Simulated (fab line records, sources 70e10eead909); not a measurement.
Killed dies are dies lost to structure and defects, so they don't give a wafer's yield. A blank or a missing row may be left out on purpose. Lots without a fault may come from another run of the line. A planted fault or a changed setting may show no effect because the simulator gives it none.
fab line records | flow nand_harc
record lots=6 wafers=18 last_day=34
route steps=1302 shown A_BLC@1118
lots that met no fault: from a run of the same line without faults
start_h: hours from the record's first day to the start of the lot's first wafer shown | wait_h: hours since the lot's step before | " the same as in the row above | L1.1+2: a row that stands for several wafers | - no value, or no start given | * or withheld: withheld | < > ~ a bound
route shown NAME@n: a module of which the file shows steps, and the number in the route of the first | usual: mean/standard deviation of fault-free wafers | same: alike in all rows | chamber/n: place in a boat | sites: the reading at each site | _std_site: their standard deviation | _edge_site: outer sites' mean less inner sites' | radius_mm: how far each site lies from the wafer's centre | mask NAME#n: copy n | behind: the tool/chamber that last shaped the wafer | hold: why the lot was held/for how many hours/how that ended | device: the transistor (n, p or np) that didn't switch | end of line: the same wafers' tests at the end of the route | a step without rows: its recipe alone | killed: dies lost to structure and defects at the first sort, not the wafer's yield | map: a wafer's dies, x killed, . not, _ none there
set.NAME: the setting as run; set.NAME@STEP: as run at that earlier step | model.NAME: the simulator's own value behind a step, which no gauge read
lots at some steps of the route; a table a step, a row a wafer
services: from which hour (start_h, from the record's first day; less than 0 if before it) a tool's chamber was out of use, for how many hours, and why
## steps
# step NHARC_A_BLC_OVL_MEAS_11
# usual overlay_x_nm=0.0/0.9 overlay_y_nm=-0.1/0.9
# columns lot.wafer tool chamber start_h wait_h overlay_x_nm overlay_y_nm
L368.2 overlay-02 - 518.84 - -0.5 -1.0
L368.5 " - " " -0.3 -0.8
L368.6 " - " " -0.4 -1.0
L383.2 overlay-01 - 670.92 - 1.0 -0.6
L383.3 " - " " 1.2 -0.1
L383.5 " - " " 0.8 -0.3
L384.1 overlay-01 - 679.24 - 0.5 -1.3
L384.2 " - " " 0.6 -1.2
L384.4 " - " " 0.9 -1.6
L387.1 overlay-02 - 703.45 - 0.6 -2.2
L387.3 " - " " 0.5 -2.1
L387.4 " - " " 0.4 -1.7
L389.2 overlay-02 - 723.80 - -1.1 0.0
L389.4 " - " " -0.9 0.2
L389.5 " - " " -1.4 0.5
L390.1 overlay-02 - 758.13 - 0.5 -0.7
L390.3 " - " " 0.8 -0.6
L390.4 " - " " 0.8 -0.6
# step NHARC_A_BLC_INSPECT_12
# usual raw_defect_count=84/33
# columns lot.wafer tool chamber start_h wait_h raw_defect_count
L368.2 defect_inspect-01 - 518.87 0.0 50
L368.5 " - " " 58
L368.6 " - " " 53
L383.2 defect_inspect-01 - 670.96 0.0 100
L383.3 " - " " 103
L383.5 " - " " 94
L384.1 defect_inspect-01 - 679.28 0.0 86
L384.2 " - " " 87
L384.4 " - " " 88
L387.1 defect_inspect-02 - 703.48 0.0 76
L387.3 " - " " 97
L387.4 " - " " 102
L389.2 defect_inspect-02 - 723.84 0.0 104
L389.4 " - " " 129
L389.5 " - " " 119
L390.1 defect_inspect-01 - 758.17 0.0 102
L390.3 " - " " 87
L390.4 " - " " 99
# step NHARC_A_BLC_DESCUM_15
# recipe time_s=3 o2_flow_sccm=200 ar_flow_sccm=0 bias_power_w=0 chemistry=O2
# usual chamber_pressure_mTorr=60.01/0.052 drypump_motor_current_A=5.9/0.31 oes_product_au=1.001/0.014 rf_vpp_V=57.6/0.91 showerhead_plenum_p_Torr=1.91/0.082 throttle_valve_pct=11.311/0.0096
# columns lot.wafer tool chamber start_h wait_h chamber_pressure_mTorr drypump_motor_current_A oes_product_au rf_hours_counter_h rf_vpp_V showerhead_plenum_p_Torr throttle_valve_pct
L368.2 rie_diel-11 3 518.93 0.1 60.01 5.8 1.016 7 58.0 1.86 11.318
L368.6 " 3 " " 60.03 5.9 1.017 - 58.9 1.86 11.286
L368.5 " 0 " " 59.99 6.5 0.993 - 56.7 1.99 11.322
L383.2 rie_diel-02 2 671.02 0.1 60.08 5.9 0.991 25 58.2 1.79 11.313
L383.3 " 0 " " 60.10 5.6 0.981 15 57.4 1.78 11.311
L383.5 " 3 " " 59.99 5.3 0.970 - 57.5 2.01 11.307
L384.2 rie_diel-11 2 679.34 0.1 59.98 5.6 0.985 5 57.7 1.92 11.297
L384.1 " 0 " " 59.88 6.5 0.986 5 58.5 1.99 11.307
L384.4 " 1 " " 59.97 6.2 0.992 5 56.6 1.76 11.308
L387.1 rie_diel-09 2 703.54 0.1 59.96 5.8 1.009 1 57.5 1.95 11.300
L387.4 " 3 " " 59.98 6.1 1.017 1 57.7 1.88 11.308
L387.3 " 1 " " 59.88 5.9 1.016 1 57.8 1.96 11.304
L389.2 rie_diel-11 3 723.91 0.1 60.09 5.9 0.995 10 57.9 1.85 11.308
L389.4 " 2 " " 60.03 5.5 0.998 - 58.9 1.92 11.302
L389.5 " 3 " " 60.08 5.9 1.004 - 57.2 1.85 11.302
L390.4 rie_diel-11 0 758.23 0.1 60.04 6.5 1.005 11 57.6 1.99 11.310
L390.1 " 1 " " 60.04 6.2 1.001 13 57.1 1.76 11.303
L390.3 " 2 " " 59.99 5.5 1.004 14 56.0 1.92 11.307
# step NHARC_A_BLC_ETCH_16
# recipe target_depth_a=390 over_etch_frac=0.3 time_s=65 ion_energy_ev=80 cf4_flow_sccm=150 ar_flow_sccm=0 rf_w=300 bias_w=100 chemistry=CF4
# usual chamber_pressure_mTorr=50.00/0.046 drypump_motor_current_A=5.9/0.32 oes_product_au=1.001/0.013 rf_vpp_V=151.2/1.2 showerhead_plenum_p_Torr=1.76/0.075 throttle_valve_pct=13.285/0.009
# columns lot.wafer tool chamber start_h wait_h chamber_pressure_mTorr drypump_motor_current_A oes_product_au rf_hours_counter_h rf_vpp_V showerhead_plenum_p_Torr throttle_valve_pct
L368.2 rie_diel-11 3 519.03 0.1 50.02 5.9 1.013 7 150.2 1.72 13.293
L368.6 " 2 " " 49.94 5.5 1.008 - 152.3 1.78 13.302
L368.5 " 3 " " 50.02 5.9 1.020 - 151.8 1.72 13.275
L383.2 rie_diel-02 0 671.12 0.1 50.12 5.6 0.998 15 149.4 1.65 13.266
L383.3 " 1 " " 49.92 5.3 1.007 26 151.3 1.79 13.275
L383.5 " 2 " " 50.00 5.9 0.991 - 148.9 1.66 13.282
L384.2 rie_diel-11 3 679.43 0.1 49.96 5.9 1.013 5 150.0 1.72 13.290
L384.1 " 0 " " 49.95 6.5 1.005 5 151.6 1.83 13.282
L384.4 " 1 " " 50.04 6.1 1.004 5 150.0 1.64 13.286
L387.3 rie_diel-09 1 703.63 0.1 49.97 5.9 1.010 1 152.6 1.81 13.282
L387.4 " 2 " " 49.99 5.8 1.013 1 152.4 1.80 13.299
L387.1 " 3 " " 50.07 6.1 1.024 1 151.7 1.74 13.273
L389.2 rie_diel-11 1 724.02 0.1 50.00 6.1 0.998 10 149.9 1.64 13.282
L389.4 " 2 " " 50.06 5.6 1.008 - 152.7 1.78 13.283
L389.5 " 1 " " 50.08 6.1 0.998 - 150.9 1.64 13.275
L390.1 rie_diel-11 0 758.31 0.1 50.06 6.5 1.001 11 152.1 1.83 13.291
L390.4 " 1 " " 50.05 6.2 1.004 13 149.2 1.64 13.300
L390.3 " 2 " " 50.03 5.5 1.003 14 150.6 1.78 13.286
# step NHARC_A_BLC_ETCH_17
# recipe target_depth_a=3900 over_etch_frac=0.25 time_s=609.38 ion_energy_ev=200 n2_flow_sccm=150 h2_flow_sccm=150 ar_flow_sccm=0 rf_w=400 bias_w=150 chemistry=N2/H2
# step NHARC_A_BLC_ETCH_18
# recipe target_depth_a=9100 c4f8_flow_sccm=20 o2_flow_sccm=10 ar_flow_sccm=withheld rf_w=600 bias_w=1500 chemistry=C4F8/O2/Ar
# usual chamber_pressure_mTorr=25.003/0.019 oes_product_au=0.948/0.024 rf_vpp_V=978/5.8
# columns lot.wafer tool chamber start_h wait_h chamber_pressure_mTorr oes_product_au rf_hours_counter_h rf_vpp_V
L368.2 rie_diel-11 3 - - 25.033 0.959 7 974
L368.6 " 0 " " 24.999 0.933 - 985
L368.5 " 1 " " 25.002 0.953 - 968
L383.3 rie_diel-02 1 - - 25.027 0.935 26 980
L383.2 " 2 " " 25.006 0.920 25 972
L383.5 " 3 " " 25.017 0.907 - 984
L384.1 rie_diel-11 1 - - 24.966 0.961 5 970
L384.4 " 3 " " 25.005 0.949 6 975
L384.2 " 0 " " 25.015 0.975 5 984
L387.1 rie_diel-09 1 - - 25.018 0.993 1 982
L387.3 " 3 " " 24.992 0.988 2 978
L387.4 " 0 " " 24.999 0.961 2 988
L389.4 rie_diel-11 2 - - 25.011 0.914 10 979
L389.2 " 0 " " 25.019 0.918 8 983
L389.5 " 3 " " 24.961 0.924 - 974
L390.1 rie_diel-11 2 - - 24.995 0.976 14 981
L390.4 " 3 " " 25.017 0.972 14 975
L390.3 " 1 " " 24.988 0.965 14 969
# step NHARC_A_BLC_CD_MEAS_19
# usual cd_nm=100.4/2.7
# columns lot.wafer tool chamber start_h wait_h cd_nm
L368.2 cd_sem-01 - 519.90 - 101.0
L368.5 " - " " 102.1
L368.6 " - " " 98.3
L383.2 cd_sem-02 - 671.99 - 100.1
L383.3 " - " " 98.4
L383.5 " - " " 95.4
L384.1 cd_sem-02 - 680.30 - 95.9
L384.2 " - " " 97.8
L384.4 " - " " 98.3
L387.1 cd_sem-02 - 704.51 - 102.8
L387.3 " - " " 98.7
L387.4 " - " " 100.5
L389.2 cd_sem-02 - 724.99 - 102.0
L389.4 " - " " 104.5
L389.5 " - " " 100.0
L390.1 cd_sem-02 - 759.19 - 98.8
L390.3 " - " " 97.8
L390.4 " - " " 98.7
# step NHARC_A_BLC_STRIP_29
# recipe cf4_flow_sccm=150 ar_flow_sccm=0 bias_w=0 chemistry=CF4
# step NHARC_A_BLC_STRIP_21
# recipe o2_flow_sccm=500 ar_flow_sccm=0 bias_w=0 chemistry=O2
# usual chamber_pressure_mTorr=60.00/0.06 drypump_motor_current_A=5.97/0.25 oes_product_au=1.002/0.011 rf_vpp_V=57.9/0.9 showerhead_plenum_p_Torr=3.57/0.14 throttle_valve_pct=17.037/0.0098
# columns lot.wafer tool chamber start_h wait_h chamber_pressure_mTorr drypump_motor_current_A oes_product_au rf_hours_counter_h rf_vpp_V showerhead_plenum_p_Torr throttle_valve_pct
L368.2 rie_diel-11 2 520.11 0.1 60.02 5.55 0.999 6 57.6 3.55 17.027
L368.5 " 3 " " 60.01 5.86 1.015 - 56.1 3.43 17.034
L368.6 " 0 " " 59.95 6.51 0.987 - 57.7 3.67 17.056
L383.3 rie_diel-09 0 672.18 0.1 59.99 5.98 0.992 10 57.3 3.76 17.043
L383.2 " 2 " " 60.01 5.82 1.032 11 58.2 3.59 17.032
L383.5 " 0 " " 60.09 5.99 1.000 - 59.7 3.76 17.021
L384.2 rie_diel-11 0 680.63 0.1 59.93 6.46 1.004 5 58.2 3.66 17.031
L384.1 " 1 " " 60.03 6.15 1.000 5 55.9 3.27 17.036
L384.4 " 2 " " 59.97 5.55 0.999 6 59.7 3.55 17.026
L387.1 rie_diel-11 0 704.69 0.1 60.00 6.47 1.002 7 57.8 3.66 17.040
L387.4 " 1 " " 59.99 6.18 1.002 7 58.0 3.27 17.045
L387.3 " 2 " " 60.01 5.55 1.001 8 59.0 3.54 17.038
L389.2 rie_diel-09 1 725.20 0.1 60.03 5.87 1.013 2 57.6 3.60 17.033
L389.5 " 0 " " 59.98 6.02 0.980 - 57.0 3.76 17.031
L389.4 " 3 " " 60.06 6.13 1.008 - 58.2 3.47 17.040
L390.4 rie_diel-09 2 759.37 0.1 60.07 5.83 0.997 4 58.1 3.59 17.060
L390.3 " 3 " " 60.09 6.14 1.002 5 58.3 3.47 17.048
L390.1 " 0 " " 59.93 5.97 0.976 5 56.8 3.76 17.028
# step NHARC_A_BLC_STRIP_22
# recipe time_s=600 temp_c=30 chemistry=post_etch_residue_remover
# step NHARC_A_BLC_DEGAS_30
# recipe temp_c=300 time_s=60
# usual heater_power_w=452/57
# columns lot.wafer tool chamber start_h wait_h heater_power_w
L368.2 pvd_sputter-02 - 520.52 - 519
L368.6 " - " " 388
L368.5 " - " " 495
L383.2 pvd_sputter-01 - 672.60 - 446
L383.3 " - " " 465
L383.5 " - " " 438
L384.2 pvd_sputter-03 - 681.05 - 421
L384.1 " - " " 423
L384.4 " - " " 411
L387.1 pvd_sputter-02 - 705.12 - 350
L387.3 " - " " 529
L387.4 " - " " 538
L389.2 pvd_sputter-01 - 725.63 - 449
L389.4 " - " " 441
L389.5 " - " " 466
L390.3 pvd_sputter-01 - 759.79 - 574
L390.4 " - " " 435
L390.1 " - " " 456
# step NHARC_A_BLC_PRE_CLEAN_31
# recipe time_s=15 bias_v=250 gas=Ar
# step NHARC_A_BLC_PVD_32
# recipe target_thk_a=50 chamber_pressure_pa=5 power_w=5000 substrate_temp_c=200 time_s=17.7 material=Ti
# usual cathode_dc_power_W=5000.0/0.94 chamber_pressure_pa=4.999/0.012 throttle_valve_pct=29.4/0.95
# columns lot.wafer tool chamber start_h wait_h cathode_dc_power_W chamber_pressure_pa throttle_valve_pct
L368.2 pvd_sputter-02 - 520.64 - 4999.7 5.003 29.5
L368.5 " - " " 5000.2 4.996 28.7
L368.6 " - " " 5000.6 5.008 29.6
L383.3 pvd_sputter-01 - 672.74 - - - -
L383.2 " - " " - - -
L383.5 " - " " - - -
L384.1 pvd_sputter-03 - 681.19 - - - -
L384.2 " - " " - - -
L384.4 " - " " - - -
L387.4 pvd_sputter-02 - 705.25 - 5000.0 4.998 30.2
L387.1 " - " " 4999.6 4.983 29.3
L387.3 " - " " 4999.4 4.987 28.6
L389.4 pvd_sputter-01 - 725.78 - 5000.6 4.998 29.2
L389.2 " - " " 5001.0 4.948 30.3
L389.5 " - " " 4999.0 5.013 27.9
L390.4 pvd_sputter-01 - 759.93 - 4999.3 5.008 29.4
L390.3 " - " " 5000.2 5.004 30.4
L390.1 " - " " 5000.0 5.004 27.9
# step NHARC_A_BLC_ALD_23
# recipe target_thk_a=30 pulse_time_s=1 ald_cycles=150 temp_c=450 material=TiN
## services
# columns tool chamber start_h hours kind
rie_diel-09 - 497.10 9.0 pm
rie_diel-11 0 515.23 - clean
rie_diel-11 1 515.23 - clean
pvd_sputter-03 - 526.86 10.0 pm
rie_diel-09 2 560.18 3.9 repair
rie_diel-09 0 562.01 16.5 repair
rie_diel-02 - 573.51 9.0 pm
pvd_sputter-01 - 582.00 10.0 pm
rie_diel-02 0 596.15 36.8 repair
rie_diel-11 - 609.50 9.0 pm
pvd_sputter-02 - 638.00 10.0 pm
pvd_sputter-03 - 640.70 7.9 repair
pvd_sputter-02 - 663.71 21.8 repair
rie_diel-09 0 664.18 1.8 repair
rie_diel-09 - 674.10 9.0 pm
rie_diel-09 1 688.44 11.7 repair
rie_diel-02 2 699.52 17.1 repair
pvd_sputter-03 - 704.86 10.0 pm
rie_diel-11 0 716.50 7.6 repair
rie_diel-09 2 721.89 12.6 repair
pvd_sputter-03 - 732.50 1.7 repair
pvd_sputter-01 - 746.98 3.4 repair
rie_diel-02 - 750.61 9.0 pm
pvd_sputter-03 - 752.93 2.7 repair
## key
first_sign step=NHARC_A_BLC_PVD_32 reading=tool_record direction=missing
effect none on later readings
met_at NHARC_A_BLC_PVD_32
struck_wafers L383.2,L383.3,L383.5,L384.1,L384.2,L384.4
later_rows_left_out L383.2,L383.3,L383.5,L384.1,L384.2,L384.4
sort_left_out L383.2,L383.3,L383.5,L384.1,L384.2,L384.4
tester_left_out L383,L384
fault kind=skipped_step_whole tool=pvd_sputter-01,pvd_sputter-03 chamber=- onset_h=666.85 steps=NHARC_A_BLC_PVD_32 scope=struck_lots_only
# tester_left_out: of these lots the tester's yield and bins aren't shown, on N5 and GAA mostly nor the transistor test; their killed dies are dies lost to structure and defects alone, not to doping, threshold or leakage, so they don't give the yield
# sort_left_out: the simulated sort isn't trusted on such a fault, so these wafers' sort isn't shown, and their yield isn't known
# later_rows_left_out: the simulator's readings of these wafers behind a module that went badly wrong aren't trusted and aren't shown, but for the sort
